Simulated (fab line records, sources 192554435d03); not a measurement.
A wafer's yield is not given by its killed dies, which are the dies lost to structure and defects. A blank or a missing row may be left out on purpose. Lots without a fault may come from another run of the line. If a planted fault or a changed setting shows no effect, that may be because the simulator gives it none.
fab line records | flow n5-finfet
[record] lots = 9 wafers = 25 last-day = 18
route steps=1938 shown BEOL_M1@766 BEOL_M4@1111
lots untouched by any fault: they come from a run of this same line in which no faults occurred
start-h: the number of hours between the record's first day and the start of the first shown wafer of the lot | wait-h: hours since the lot's step before | " same as the row above | L1.1+2: a single row standing in for several wafers | - no value, or no start was given | * or withheld: withheld | < > ~ a bound
route shown NAME@n: names a module that has steps shown in the file, with the first one's number in the route | usual: mean/standard deviation taken from wafers without a fault | same: alike in all rows | chamber/n: place in a boat | sites: each site's reading | _std_site: the values' standard deviation | _edge_site: outer sites' mean less inner sites' | radius-mm: how far each site lies from the wafer's centre | mask NAME#n: copy n | behind: the tool/chamber that last shaped the wafer | hold: what put the lot on hold/how long, in hours/how the hold closed | device: transistor that didn't switch, given as n, p or np | end of line: the same wafers' tests at the end of the route | step lacking rows: just its recipe | killed: dies that structure and defects cost at the first sort, which is not the same as the wafer's yield | map: dies across one wafer; x = killed, . = not, _ = none there
set.NAME: the setting as run; set.NAME@STEP: as run at that earlier step | model.NAME: the simulator's own value behind a step, which no gauge read
a sample of lots followed through the steps of the route, with each step as a table and each wafer as a row
services: a tool's chamber out of use, with start hour (start-h, from the record's first day; less than 0 if before it), hours out, and reason
[[steps]]
[step N5_BEOL_M1_INSPECT_13]
[recipe] mode = adi inspect-instrument = brightfield
[usual] raw-defect-count = 381/73
// columns lot.wafer tool chamber start-h wait-h raw-defect-count
L149.1 defect-inspect-02 - 120.13 0.1 342
L149.4 " - " " 356
L149.5 " - " " 275
L152.1 defect-inspect-02 - 141.07 0.1 460
L152.2 " - " " 368
L152.5 " - " " 547
L157.3 defect-inspect-02 - 175.56 0.0 399
L157.4 " - " " 355
L161.1 defect-inspect-01 - 200.70 0.1 358
L161.3 " - " " 362
L164.1 defect-inspect-02 - 212.19 0.1 472
L164.5 " - " " 464
L164.6 " - " " 301
L166.2 defect-inspect-01 - 228.29 0.0 472
L166.5 " - " " 338
L166.6 " - " " 649
L168.1 defect-inspect-02 - 237.73 0.1 307
L168.3 " - " " 321
L168.4 " - " " 358
L171.1 defect-inspect-01 - 261.30 0.1 341
L171.4 " - " " 383
L171.5 " - " " 307
L172.1 defect-inspect-02 - 270.04 0.1 421
L172.3 " - " " 329
L172.5 " - " " 347
[step N5_BEOL_M1_ETCH_74]
[recipe] chemistry = N2/H2 target = underlayer target-depth-a = 65 mask-material = CAR-EUV time-s = 5.2 ion-energy-ev = 200 pressure-mtorr = 30 source-w = 840 bias-w = 150 n2-flow-sccm = 200 h2-flow-sccm = 200 ends = cleared
[usual] chamber-pressure-mTorr = 30.00/0.041 drypump-motor-current-A = 5.8/0.4 etch-rf-on-time-s = 5.22/0.084 n2-flow-sccm = 200.0/0.59 oes-product-au = 0.65/0.07 rf-vpp-V = 522.9/2.5 showerhead-plenum-p-Torr = 2.51/0.081 throttle-valve-pct = 17.86/0.23
// columns lot.wafer tool chamber start-h wait-h chamber-pressure-mTorr drypump-motor-current-A etch-rf-on-time-s n2-flow-sccm oes-product-au rf-hours-counter-h rf-vpp-V showerhead-plenum-p-Torr throttle-valve-pct
L149.1 rie-diel-03 0 120.47 0.0 30.03 6.1 5.19 200.2 0.66 160 520.4 2.43 17.87
L149.4 " 2 " " 30.01 6.2 5.24 200.4 0.63 148 524.0 2.45 17.92
L149.5 " 0 " " 29.91 6.1 5.29 200.6 0.66 - 522.8 2.43 17.85
L152.1 rie-diel-02 0 141.14 0.0 30.02 5.7 5.37 200.3 0.64 131 523.9 2.55 18.09
L152.2 " 2 " " 30.02 5.1 5.28 201.0 0.58 250 524.4 2.49 17.69
L152.5 " 3 " " 29.97 6.3 5.36 200.4 0.58 - 525.6 2.62 17.81
L157.3 rie-diel-03 3 175.63 0.0 30.05 6.2 5.17 198.9 0.69 104 520.9 2.46 17.83
L157.4 " 0 " " 30.04 6.1 5.30 200.0 0.64 - 521.0 2.42 17.87
L161.1 rie-diel-02 2 200.77 0.0 29.99 5.2 5.03 200.5 0.82 7 522.7 2.49 17.27
L161.3 " 0 " " 29.99 5.7 5.32 199.5 0.63 153 522.4 2.54 18.12
L164.1 rie-diel-03 2 212.26 0.0 30.06 6.2 5.26 199.5 0.61 175 520.5 2.43 18.00
L164.5 " 3 " " 29.95 6.2 5.24 199.6 0.67 - 522.7 2.45 17.89
L164.6 " 2 " " 30.01 6.2 5.22 199.3 0.62 - 521.5 2.43 17.98
L166.2 rie-diel-02 3 228.46 0.0 29.96 6.3 5.07 200.6 0.79 12 525.2 2.60 17.39
L166.5 " 0 " " 29.98 5.7 5.29 199.1 0.62 - 523.4 2.54 18.11
L166.6 " 3 " " 29.98 6.3 5.12 200.5 0.80 - 526.7 2.60 17.42
L168.1 rie-diel-04 0 237.80 0.0 29.94 5.6 5.28 200.3 0.58 221 522.7 2.51 18.15
L168.3 " 3 " " 30.01 5.8 5.23 199.5 0.59 233 522.1 2.51 18.10
L168.4 " 1 " " 29.98 6.1 5.21 199.8 0.64 176 525.7 2.64 17.82
L171.1 rie-diel-04 1 261.39 0.0 29.96 6.1 5.27 200.0 0.62 184 525.3 2.64 17.82
L171.4 " 1 " " 30.00 6.1 5.30 200.5 0.62 - 527.0 2.64 17.83
L171.5 " 0 " " 29.99 5.6 5.24 200.9 0.58 - 521.9 2.51 18.20
L172.1 rie-diel-04 0 270.11 0.0 29.99 5.6 5.25 199.9 0.58 232 522.8 2.51 18.18
L172.3 " 2 " " 30.03 5.7 5.15 199.8 0.78 22 522.9 2.49 17.72
L172.5 " 0 " " 29.99 5.6 5.31 199.5 0.57 - 520.2 2.51 18.20
[step N5_BEOL_M1_DESCUM_33]
[recipe] chemistry = O2 time-s = 7 source-power-w = 50 bias-power-w = 20 pressure-mtorr = 20 rf-frequency-hz = 2.712e+07 temp-c = 40 resist = CAR-EUV o2-flow-sccm = 225
[usual] chamber-pressure-mTorr = 20.001/0.018 drypump-motor-current-A = 5.9/0.43 oes-product-au = 0.78/0.083 rf-vpp-V = 242.4/1.5 showerhead-plenum-p-Torr = 2.05/0.068 throttle-valve-pct = 20.34/0.26
// columns lot.wafer tool chamber start-h wait-h chamber-pressure-mTorr drypump-motor-current-A oes-product-au rf-hours-counter-h rf-vpp-V showerhead-plenum-p-Torr throttle-valve-pct
L149.1 rie-diel-02 1 121.44 0.0 19.999 5.7 0.78 121 241.0 1.93 19.93
L149.4 " 0 " " 20.007 5.7 0.76 124 243.5 2.10 20.58
L149.5 " 1 " " 20.010 5.7 0.77 - 239.7 1.93 19.92
L152.1 rie-diel-03 2 143.29 0.0 20.009 6.2 0.74 154 242.8 2.00 20.33
L152.2 " 0 " " 19.978 6.1 0.76 167 241.8 2.01 20.58
L152.5 " 3 " " 20.005 6.2 0.81 - 240.9 2.03 20.41
L157.3 rie-diel-03 0 176.47 0.0 20.009 6.1 0.76 177 241.0 2.00 20.58
L157.4 " 3 " " 19.994 6.2 0.80 - 241.1 2.02 20.44
L161.1 rie-diel-03 1 201.64 0.0 20.008 4.7 0.99 2 244.4 2.14 20.13
L161.3 " 2 " " 20.003 6.2 0.72 172 243.6 2.00 20.37
L164.1 rie-diel-04 0 213.10 0.0 20.004 5.6 0.69 213 243.4 2.07 20.74
L164.5 " 2 " " 20.001 5.7 0.97 - 243.3 2.05 20.22
L164.6 " 1 " " 19.988 6.1 0.75 - 244.9 2.17 20.30
L166.2 rie-diel-02 1 229.44 0.0 20.028 5.7 0.75 151 238.5 1.92 19.96
L166.5 " 2 " " 20.030 5.2 0.93 - 242.6 2.06 19.98
L166.6 " 1 " " 19.987 5.7 0.75 - 240.3 1.92 19.97
L168.1 rie-diel-02 3 238.86 0.0 20.010 6.3 0.93 14 244.1 2.13 19.85
L168.3 " 1 " " 20.023 5.7 0.75 154 239.0 1.92 19.98
L168.4 " 2 " " 19.980 5.1 0.92 17 243.0 2.06 20.00
L171.1 rie-diel-03 1 262.37 0.1 19.992 4.7 0.93 21 245.1 2.13 20.15
L171.4 " 3 " " 19.964 6.2 0.77 129 239.9 2.01 20.47
L171.5 " 2 " " 20.030 6.2 0.72 - 242.4 1.99 20.40
L172.1 rie-diel-03 0 271.28 0.2 20.014 6.1 0.73 204 242.6 1.99 20.64
L172.3 " 3 " " 19.992 6.2 0.77 132 241.9 2.01 20.48
L172.5 " 2 " " 19.971 6.2 0.71 - 241.7 1.99 20.39
[step N5_BEOL_M1_ALD_98]
[recipe] material = SiO2 target-thk-a = 25 temp-c = 100 ald-precursor-family = BDEAS ald-co-reactant = O2-plasma pulse-time-s = 1 co-reactant-pulse-time-s = 1 purge-time-s = 2 co-reactant-purge-time-s = 2 ald-cycles = 17 pressure-torr = 2
[usual] ald-cycles = 17/0 chamber-pressure-Torr = 2.000/0.0044 heater-power-w = 79/6.9 precursor-pulse-height-rel = 0.998/0.018
// columns lot.wafer tool chamber start-h wait-h ald-cycles chamber-pressure-Torr heater-power-w precursor-pulse-height-rel
L149.1 ald-sin-04 0 121.58 0.1 17 1.992 87 0.991
L149.4 " 1 " " 17 2.007 78 1.017
L149.5 " 2 " " 17 1.999 80 0.990
L152.1 ald-sin-04 3 143.43 0.1 17 2.008 88 0.978
L152.2 " 2 " " 17 1.999 79 1.028
L152.5 " 0 " " 17 2.000 85 1.010
L157.3 ald-sin-04 3 176.73 0.2 18 2.003 86 0.969
L157.4 " 1 " " 18 2.002 78 1.007
L161.1 ald-sin-04 0 201.77 0.1 17 2.005 84 1.017
L161.3 " 3 " " 18 1.998 89 0.989
L164.1 ald-sin-01 2 213.32 0.1 17 2.002 80 1.010
L164.5 " 3 " " 17 1.997 66 0.963
L164.6 " 0 " " 17 2.007 76 1.011
L166.2 ald-sin-01 2 229.89 0.4 17 2.005 82 0.988
L166.5 " 2 " " 17 1.995 82 0.989
L166.6 " 1 " " 17 1.993 87 1.005
L168.1 ald-sin-01 3 239.00 0.1 17 2.007 67 1.035
L168.3 " 2 " " 17 2.003 78 0.992
L168.4 " 0 " " 17 2.004 75 1.009
L171.1 ald-sin-01 1 262.60 0.1 17 2.000 88 0.996
L171.4 " 3 " " 17 1.997 66 0.987
L171.5 " 0 " " 17 1.999 77 0.985
L172.1 ald-sin-04 1 272.77 1.4 17 1.998 76 1.003
L172.3 " 3 " " 17 1.997 87 0.991
L172.5 " 3 " " 17 2.001 88 0.983
[step N5_BEOL_M4_RC_MEAS_101]
[usual] DIBL_N = 35.7/1.3 DIBL_P = 35.4/1.8 IOFF_N = 0.152/0.027 IOFF_P = 0.20/0.034 ION_N = 672/9.8 ION_P = 461/7.5 SS_N = 71.4/0.55 SS_P = 73.1/0.61 VT_N = 251/3.3 VT_P = -251/3.6
// columns lot.wafer tool chamber start-h wait-h DIBL_N[mV/V] DIBL_P[mV/V] IOFF_N[nA/um] IOFF_P[nA/um] ION_N[uA/um] ION_P[uA/um] SS_N[mV/dec] SS_P[mV/dec] VT_N[mV] VT_P[mV]
L149.1 prober-02 0 162.74 0.0 37.2 39.2 0.199 0.27 681 469 72.2 74.2 247 -244
L149.4 " 0 " " 35.0 38.2 0.160 0.24 672 465 71.1 73.9 248 -246
L149.5 " 0 " " 35.2 36.6 0.161 0.22 684 467 71.0 73.7 248 -247
L152.1 prober-02 0 181.19 0.0 34.3 36.0 0.149 0.18 676 457 70.9 72.8 252 -255
L152.2 " 0 " " 34.6 34.9 0.144 0.17 664 455 71.6 72.0 254 -253
L152.5 " 0 " " 33.5 35.0 0.146 0.17 670 459 70.7 73.0 251 -252
L157.3 prober-02 0 218.63 0.7 35.4 34.2 0.139 0.19 668 459 71.7 73.3 254 -248
L157.4 " 0 " " 35.1 34.0 0.131 0.19 674 463 71.6 72.7 255 -253
L161.1 prober-02 0 240.00 0.0 34.9 34.6 0.135 0.17 656 443 72.0 73.0 252 -259
L161.3 " 0 " " 34.1 33.3 0.125 0.15 659 449 70.1 73.0 251 -256
L164.1 prober-01 0 256.09 0.0 35.6 34.7 0.137 0.17 675 451 71.7 73.1 254 -254
L164.5 " 0 " " 35.8 35.1 0.145 0.18 665 456 71.5 73.2 253 -256
L164.6 " 0 " " 37.4 37.0 0.172 0.21 670 454 71.8 73.4 250 -251
L168.1 prober-01 0 275.44 0.0 35.3 34.9 0.143 0.18 676 459 71.4 72.9 252 -253
L168.3 " 0 " " 34.3 33.2 0.123 0.17 666 457 70.4 72.6 254 -254
L168.4 " 0 " " 34.0 33.3 0.126 0.18 667 460 70.9 72.6 252 -252
L166.2 prober-01 0 279.11 0.2 34.7 33.2 0.143 0.19 674 463 72.2 73.0 252 -249
L166.5 " 0 " " 33.4 31.7 0.122 0.17 666 462 71.8 73.3 254 -251
L166.6 " 0 " " 35.4 35.0 0.164 0.21 676 469 72.1 73.5 252 -249
L171.1 prober-01 0 308.16 0.0 34.3 34.6 0.123 0.18 663 458 71.2 72.0 253 -252
L171.4 " 0 " " 36.4 36.6 0.150 0.20 673 464 71.5 73.5 250 -250
L171.5 " 0 " " 35.3 35.2 0.124 0.17 667 456 71.2 72.7 253 -251
L172.1 prober-02 0 318.48 0.0 34.8 33.5 0.121 0.19 674 459 70.5 73.0 254 -252
L172.3 " 0 " " 33.8 32.4 0.104 0.17 653 457 70.8 72.3 259 -253
L172.5 " 0 " " 35.4 34.7 0.132 0.20 668 467 71.3 73.0 252 -249
[[services]]
// columns tool chamber start-h hours kind
rie-diel-02 1 128.59 14.5 repair
rie-diel-02 2 143.09 - clean
rie-diel-02 2 143.09 - consumable-replace:focus-ring
rie-diel-02 2 143.09 35.0 scheduled-down
rie-diel-02 2 143.09 35.0 vent-cycle
rie-diel-03 1 170.57 - clean
rie-diel-03 1 170.57 - consumable-replace:focus-ring
rie-diel-03 1 170.57 23.4 scheduled-down
rie-diel-03 1 170.57 23.4 vent-cycle
ald-sin-04 - 176.82 14.0 pm
ald-sin-04 0 176.82 14.0 vent-cycle
rie-diel-02 3 178.06 - clean
rie-diel-02 3 178.06 - consumable-replace:focus-ring
rie-diel-02 3 178.06 12.3 scheduled-down
rie-diel-02 3 178.06 12.3 vent-cycle
ald-sin-01 - 186.80 0.8 pm
ald-sin-01 0 196.32 3.0 repair
ald-sin-01 - 239.76 6.1 pm
ald-sin-01 - 245.87 2.8 pm
rie-diel-04 2 250.08 2.5 repair
ald-sin-04 2 253.48 2.3 repair
rie-diel-04 3 257.50 8.1 repair
ald-sin-04 2 269.04 14.6 repair
rie-diel-02 - 270.26 14.6 pm
[[key]]
[first-sign] step = N5_BEOL_M1_ALD_98 reading = ald-cycles direction = up sigmas = 99+ usual = * struck = *
effect none on later readings
met-at N5_BEOL_M1_ALD_98
struck-lots L157,L161
struck-wafers L157.3,L157.4,L161.3
not-acting-at N5_BEOL_M1_INSPECT_13,N5_BEOL_M1_ETCH_74,N5_BEOL_M1_DESCUM_33
onset-between 143.43 176.73
[fault] kind = process-parameter-drift tool = ald-sin-04 chamber = - onset-h = 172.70 steps = N5_BEOL_M1_ALD_98 channel = ald-cycles offset = * shape = step end-h = 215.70 scope = struck-wafers-only acts-in = * stated = *
